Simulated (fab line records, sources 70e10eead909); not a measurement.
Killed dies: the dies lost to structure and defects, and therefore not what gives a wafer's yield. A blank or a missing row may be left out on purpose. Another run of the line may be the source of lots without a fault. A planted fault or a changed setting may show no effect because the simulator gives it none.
Which tool is to blame? :: flow nandHarc :: 12 lots, 36 wafers sampled, at 6 steps of a route of 1302

## WHAT THE GAUGES SHOWED, per wafer
NHARC_P_ZERO_WELL_CD_MEAS_52: the cd target is 2000 nm.
lot: L494
measured: day 2 01:38
on: cdSem-02
cdNm (nm): 1999.2 2001.6 1999.2

lot: L495
measured: day 2 12:30
on: cdSem-01
cdNm (nm): 2000.1 1999.2 2001.2

lot: L496
measured: day 2 21:44
on: cdSem-02
cdNm (nm): 1999.4 2001.9 2001.7

lot: L498
measured: day 3 17:47
on: cdSem-01
cdNm (nm): 2000.4 1998.6 2003.3

lot: L499
measured: day 4 03:43
on: cdSem-03
cdNm (nm): 1741.9 1740.7 1738.4

lot: L502
measured: day 5 10:14
on: cdSem-02
cdNm (nm): 2000.1 1997.3 1998.9

lot: L509
measured: day 8 07:44
on: cdSem-03
cdNm (nm): 1998.7 1999.9 2000.7

lot: L511
measured: day 9 03:53
on: cdSem-01
cdNm (nm): 1996.8 1999.4 1999.3

lot: L512
measured: day 9 13:55
on: cdSem-02
cdNm (nm): 2000.8 2000.3 2002.3

lot: L515
measured: day 10 21:30
on: cdSem-01
cdNm (nm): 1999.7 2001.1 1997.6

lot: L516
measured: day 11 05:49
on: cdSem-01
cdNm (nm): 2001.6 1998.2 1999.1

lot: L517
measured: day 11 15:45
on: cdSem-03
cdNm (nm): 1997.5 1998.4 1999.6

NHARC_P_STI_CD_MEAS_09: the cd target is 200 nm.
lot: L494
measured: day 2 21:07
on: cdSem-02
cdNm (nm): 197.8 200.5 200.7

lot: L495
measured: day 3 05:43
on: cdSem-02
cdNm (nm): 200.3 203.6 203.8

lot: L496
measured: day 3 15:29
on: cdSem-03
cdNm (nm): 198.6 197.5 197.4

lot: L498
measured: day 4 12:00
on: cdSem-02
cdNm (nm): 197.4 202.2 198.0

lot: L499
measured: day 4 20:53
on: cdSem-03
cdNm (nm): 201.1 201.0 199.0

lot: L502
measured: day 6 04:50
on: cdSem-03
cdNm (nm): 197.9 198.2 199.9

lot: L509
measured: day 9 02:46
on: cdSem-02
cdNm (nm): 201.3 198.1 197.3

lot: L511
measured: day 9 23:25
on: cdSem-03
cdNm (nm): 199.4 200.8 205.1

lot: L512
measured: day 10 07:08
on: cdSem-02
cdNm (nm): 200.9 201.8 204.2

lot: L515
measured: day 11 16:54
on: cdSem-02
cdNm (nm): 198.2 194.9 195.6

lot: L516
measured: day 12 00:25
on: cdSem-03
cdNm (nm): 203.1 199.8 198.7

lot: L517
measured: day 12 10:14
on: cdSem-01
cdNm (nm): 200.7 204.8 204.3

NHARC_P_GATE_CD_MEAS_11: the cd target is 1640 nm.
lot: L494
measured: day 4 12:32
on: cdSem-02
cdNm (nm): 1639.9 1639.3 1637.7

lot: L495
measured: day 4 17:22
on: cdSem-01
cdNm (nm): 1639.5 1638.1 1642.4

lot: L496
measured: day 5 03:22
on: cdSem-02
cdNm (nm): 1640.5 1643.7 1639.7

lot: L498
measured: day 6 00:18
on: cdSem-02
cdNm (nm): 1640.1 1636.4 1641.5

lot: L499
measured: day 6 07:16
on: cdSem-02
cdNm (nm): 1640.5 1637.5 1639.1

lot: L502
measured: day 7 21:07
on: cdSem-03
cdNm (nm): 1640.8 1638.6 1639.2

lot: L509
measured: day 10 11:56
on: cdSem-03
cdNm (nm): 1639.7 1637.4 1640.2

lot: L511
measured: day 11 12:21
on: cdSem-03
cdNm (nm): 1643.0 1642.3 1641.1

lot: L512
measured: day 11 19:37
on: cdSem-03
cdNm (nm): 1642.1 1644.8 1642.2

lot: L515
measured: day 13 06:28
on: cdSem-02
cdNm (nm): 1640.4 1637.3 1640.4

lot: L516
measured: day 13 12:25
on: cdSem-02
cdNm (nm): 1638.2 1639.2 1642.1

lot: L517
measured: day 13 22:37
on: cdSem-03
cdNm (nm): 1638.1 1635.4 1643.0

NHARC_END_SORT_01.
lot: L499
measured: day 26 00:35
on: prober-01
killedAtArray: 43 49 45
killedAtOther: 0 4 0
killedAtPeriphery: 49 49 60
killedDies: 92 102 105
killedOpen: 3 3 1
killedShort: 1 3 2

## TOOL THAT RAN EACH LOT (tool first, then ch and the chambers of the sampled wafers, then the start)
lot: L494
NHARC_P_ZERO_WELL_EXPOSE_49: krfScanner-04 ch 0, day 2 01:29
NHARC_P_GATE_DESCUM_13: rieDiel-03 ch 0,1,3, day 4 12:42

lot: L495
NHARC_P_ZERO_WELL_EXPOSE_49: krfScanner-04 ch 0, day 2 12:20
NHARC_P_GATE_DESCUM_13: rieDiel-11 ch 0,1,3, day 4 17:32

lot: L496
NHARC_P_ZERO_WELL_EXPOSE_49: krfScanner-04 ch 0, day 2 21:35
NHARC_P_GATE_DESCUM_13: rieDiel-11 ch 2,3, day 5 03:33

lot: L498
NHARC_P_ZERO_WELL_EXPOSE_49: krfScanner-01 ch 0, day 3 17:39
NHARC_P_GATE_DESCUM_13: rieDiel-11 ch 2,3, day 6 00:28

lot: L499
NHARC_P_ZERO_WELL_EXPOSE_49: krfScanner-04 ch 0, day 4 03:34
NHARC_P_GATE_DESCUM_13: rieDiel-11 ch 0,3, day 6 07:25

lot: L502
NHARC_P_ZERO_WELL_EXPOSE_49: krfScanner-01 ch 0, day 5 10:05
NHARC_P_GATE_DESCUM_13: rieDiel-11 ch 1,2, day 7 21:16

lot: L509
NHARC_P_ZERO_WELL_EXPOSE_49: krfScanner-02 ch 0, day 8 07:35
NHARC_P_GATE_DESCUM_13: rieDiel-03 ch 1,2,3, day 10 12:05

lot: L511
NHARC_P_ZERO_WELL_EXPOSE_49: krfScanner-04 ch 0, day 9 03:43
NHARC_P_GATE_DESCUM_13: rieDiel-03 ch 2,3, day 11 12:31

lot: L512
NHARC_P_ZERO_WELL_EXPOSE_49: krfScanner-02 ch 0, day 9 13:46
NHARC_P_GATE_DESCUM_13: rieDiel-03 ch 0,2, day 11 19:47

lot: L515
NHARC_P_ZERO_WELL_EXPOSE_49: krfScanner-02 ch 0, day 10 21:21
NHARC_P_GATE_DESCUM_13: rieDiel-11 ch 0,2,3, day 13 06:38

lot: L516
NHARC_P_ZERO_WELL_EXPOSE_49: krfScanner-01 ch 0, day 11 05:40
NHARC_P_GATE_DESCUM_13: rieDiel-03 ch 0,2, day 13 12:35

lot: L517
NHARC_P_ZERO_WELL_EXPOSE_49: krfScanner-02 ch 0, day 11 15:35
NHARC_P_GATE_DESCUM_13: rieDiel-11 ch 0,1, day 13 22:47
- NHARC_P_ZERO_WELL_EXPOSE_49: exposes mask P HVPW, target cd 2000 nm.
- NHARC_P_GATE_DESCUM_13: chemistry O2, time 3 s.

## WHAT THE TOOLS THEMSELVES READ (means of the sampled wafers that have a number; where no wafer has one, the mark that the record gives instead)
NHARC_P_ZERO_WELL_EXPOSE_49.
lot: L494
tool: krfScanner-04
focusOffsetNm (nm): -0.4

lot: L495
tool: krfScanner-04
focusOffsetNm (nm): -0.1

lot: L496
tool: krfScanner-04
focusOffsetNm (nm): -0.6

lot: L498
tool: krfScanner-01
focusOffsetNm (nm): 0.0

lot: L499
tool: krfScanner-04
focusOffsetNm (nm): 0.1

lot: L502
tool: krfScanner-01
focusOffsetNm (nm): 0.1

lot: L509
tool: krfScanner-02
focusOffsetNm (nm): 0.2

lot: L511
tool: krfScanner-04
focusOffsetNm (nm): 0.3

lot: L512
tool: krfScanner-02
focusOffsetNm (nm): -0.3

lot: L515
tool: krfScanner-02
focusOffsetNm (nm): 0.8

lot: L516
tool: krfScanner-01
focusOffsetNm (nm): -0.0

lot: L517
tool: krfScanner-02
focusOffsetNm (nm): 0.6

NHARC_P_GATE_DESCUM_13.
lot: L494
tool: rieDiel-03
drypumpMotorCurrentA (A): 5.8
oesProductAu (a.u.): 1.001
rfVppV (V): 57.9
showerheadPlenumPTorr (Torr): 1.94
throttleValvePct (%): 11.311

lot: L495
tool: rieDiel-11
drypumpMotorCurrentA (A): 5.7
oesProductAu (a.u.): 1.003
rfVppV (V): 59.0
showerheadPlenumPTorr (Torr): 1.95
throttleValvePct (%): 11.316

lot: L496
tool: rieDiel-11
drypumpMotorCurrentA (A): 6.1
oesProductAu (a.u.): 1.009
rfVppV (V): 58.2
showerheadPlenumPTorr (Torr): 2.05
throttleValvePct (%): 11.313

lot: L498
tool: rieDiel-11
drypumpMotorCurrentA (A): 5.8
oesProductAu (a.u.): 1.003
rfVppV (V): 59.0
showerheadPlenumPTorr (Torr): 2.06
throttleValvePct (%): 11.315

lot: L499
tool: rieDiel-11
drypumpMotorCurrentA (A): 5.4
oesProductAu (a.u.): 1.008
rfVppV (V): 58.9
showerheadPlenumPTorr (Torr): 2.02
throttleValvePct (%): 11.320

lot: L502
tool: rieDiel-11
drypumpMotorCurrentA (A): 6.2
oesProductAu (a.u.): 1.019
rfVppV (V): 56.7
showerheadPlenumPTorr (Torr): 1.93
throttleValvePct (%): 11.320

lot: L509
tool: rieDiel-03
drypumpMotorCurrentA (A): 5.8
oesProductAu (a.u.): 0.993
rfVppV (V): 58.4
showerheadPlenumPTorr (Torr): 1.97
throttleValvePct (%): 11.318

lot: L511
tool: rieDiel-03
drypumpMotorCurrentA (A): 5.8
oesProductAu (a.u.): 1.002
rfVppV (V): 58.3
showerheadPlenumPTorr (Torr): 2.00
throttleValvePct (%): 11.318

lot: L512
tool: rieDiel-03
drypumpMotorCurrentA (A): 5.8
oesProductAu (a.u.): 1.008
rfVppV (V): 57.6
showerheadPlenumPTorr (Torr): 1.93
throttleValvePct (%): 11.313

lot: L515
tool: rieDiel-11
drypumpMotorCurrentA (A): 5.7
oesProductAu (a.u.): 1.009
rfVppV (V): 58.6
showerheadPlenumPTorr (Torr): 2.00
throttleValvePct (%): 11.307

lot: L516
tool: rieDiel-03
drypumpMotorCurrentA (A): 5.8
oesProductAu (a.u.): 0.999
rfVppV (V): 57.9
showerheadPlenumPTorr (Torr): 1.93
throttleValvePct (%): 11.305

lot: L517
tool: rieDiel-11
drypumpMotorCurrentA (A): 5.9
oesProductAu (a.u.): 1.001
rfVppV (V): 57.3
showerheadPlenumPTorr (Torr): 1.88
throttleValvePct (%): 11.310

## THE ANSWER, worked out from the rows above alone
Rule: usual is defined by the lots themselves. The widest of any qualifying gaps counts: lots, ordered by their means at a reading, are off when they make up no more than a third of the lots, leave a main group of 4 or more, and stand apart from it by 3 or more times the standard deviation of that group's means. A main group whose means are all the same, to the digits that the tables above print for the reading, isn't used. A lot without any number at a reading at which 4 lots or more have one is off too. Any other lot the step has rows for is counted as sound. First the gauges in route order, then the tools' own readings, where a lot's mean is used as printed above. The first step at which some lot is off is used, and at that step the reading that is off furthest; a lot without a number counts as furthest.
Off: L499, at NHARC_P_ZERO_WELL_CD_MEAS_52 (cdNm). Mean 1999.8 nm and standard deviation 0.9 in the main group.
If a tool, at a process step before that reading, ran all the lots that are off and no sound lot after the first of them, it fits. Gauges at NHARC_P_ZERO_WELL_CD_MEAS_52: tried the same way as those tools. No candidate that was tried fits.

## WHAT THE SIMULATOR HAD INSERTED
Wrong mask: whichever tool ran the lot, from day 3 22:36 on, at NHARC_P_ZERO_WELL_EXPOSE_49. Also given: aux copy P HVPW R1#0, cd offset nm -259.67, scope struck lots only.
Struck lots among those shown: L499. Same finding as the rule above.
